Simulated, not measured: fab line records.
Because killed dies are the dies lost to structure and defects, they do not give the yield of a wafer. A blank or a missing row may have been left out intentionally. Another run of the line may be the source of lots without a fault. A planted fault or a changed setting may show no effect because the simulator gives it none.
Which tool did it? ; flow nand-harc ; 10 lots, 30 wafers sampled, at 5 steps of a route of 1159

== WHAT THE GAUGES READ, wafer by wafer ==
NHARC_END_SORT_01.
lot;measured;on;defect-limited-yield (%)
L653;day 22 11:24;prober-01;96.9 94.7 95.7

== WHICH TOOL RAN EACH LOT (tool, then ch and the chambers of the sampled wafers, then the start) ==
lot;NHARC_A_BONDPAD_DESCUM_11;NHARC_A_BONDPAD_ETCH_34;NHARC_A_BONDPAD_ETCH_24;NHARC_THIN_TSV_ETCH_36
L640;rie-diel-03 ch 1,2,3, day 18 17:41;rie-diel-03 ch 0,3, day 18 17:45;rie-diel-03 ch 0,2,3, day 19 16:31 or earlier;rie-metal-02 ch 0,1, day 19 16:31
L643;rie-diel-03 ch 0,2,3, day 19 00:14;rie-diel-03 ch 0,2,3, day 19 00:20;rie-diel-03 ch 0,2,3, day 20 00:14 or earlier;rie-metal-01 ch 0,1, day 20 00:14
L642;rie-diel-03 ch 0,3, day 19 05:00;rie-diel-03 ch 0,1, day 19 05:05;rie-diel-03 ch 0,2,3, day 19 23:09 or earlier;rie-metal-02 ch 0,1, day 19 23:09
L641;rie-diel-07 ch 0,3, day 19 05:50;rie-diel-07 ch 0,1, day 19 05:55;rie-diel-03 ch 0,2,3, day 20 05:21 or earlier;rie-metal-02 ch 0,1, day 20 05:21
L647;rie-diel-03 ch 0,2,3, day 19 22:25;rie-diel-03 ch 0,1,3, day 19 22:31;rie-diel-03 ch 0,2,3, day 20 22:17 or earlier;rie-metal-03 ch 0,1, day 20 22:17
L646;rie-diel-03 ch 2,3, day 20 11:46;rie-diel-03 ch 0,1,3, day 20 11:52;rie-diel-06 ch 0,1, day 20 12:20;rie-metal-02 ch 0,1, day 21 11:06
L653;rie-diel-03 ch 0,3, day 21 01:22;rie-diel-03 ch 1,2,3, day 21 01:28;rie-diel-03 ch 0,1, day 21 23:01 or earlier;rie-metal-02 ch 0,1, day 21 23:01
L655;rie-diel-03 ch 1,2,3, day 21 03:35;rie-diel-03 ch 2,3, day 21 03:39;rie-diel-07 ch 0,1,2, day 22 00:24 or earlier;rie-metal-01 ch 0,1, day 22 00:24
L662;rie-diel-03 ch 1,2, day 23 02:25;rie-diel-03 ch 1,2,3, day 23 02:31;rie-diel-03 ch 0,3, day 24 00:11 or earlier;rie-metal-02 ch 0,1, day 24 00:11
L660;rie-diel-07 ch 0,2,3, day 23 09:01;rie-diel-07 ch 1,2,3, day 23 09:05;rie-diel-07 ch 1,2,3, day 24 07:28 or earlier;rie-metal-02 ch 0,1, day 24 07:28
- NHARC_A_BONDPAD_DESCUM_11: chemistry O2, time 3 s.
- NHARC_A_BONDPAD_ETCH_34: etches the open film in N2/H2, target depth 60 nm, overetch 18 nm, time 65.91 s.
- NHARC_A_BONDPAD_ETCH_24: etches the open film in CF4/N2, target depth 30 nm, time 72.99 s.
- NHARC_THIN_TSV_ETCH_36: etches the open film in Cl2/BCl3, target depth 65 nm, time 18.571 s.

== THE ANSWER, worked out from the rows above alone ==
Rule: usual is defined by the lots themselves. Put in order of their means at a reading, lots are off if they are a third of the lots or fewer, leave a main group of 4 or more, and stand apart from it by a gap of 3 or more times the standard deviation of the main group's means; of several such gaps the widest counts. A main group whose means are all the same, to the digits that the tables above print for the reading, isn't used. Also off: a lot with no number at a reading for which 4 or more lots have one. All remaining lots with rows at the step are treated as sound.
No lot is off at any reading shown: from this, nothing can be told.

== WHAT WAS PUT IN BY THE SIMULATOR ==
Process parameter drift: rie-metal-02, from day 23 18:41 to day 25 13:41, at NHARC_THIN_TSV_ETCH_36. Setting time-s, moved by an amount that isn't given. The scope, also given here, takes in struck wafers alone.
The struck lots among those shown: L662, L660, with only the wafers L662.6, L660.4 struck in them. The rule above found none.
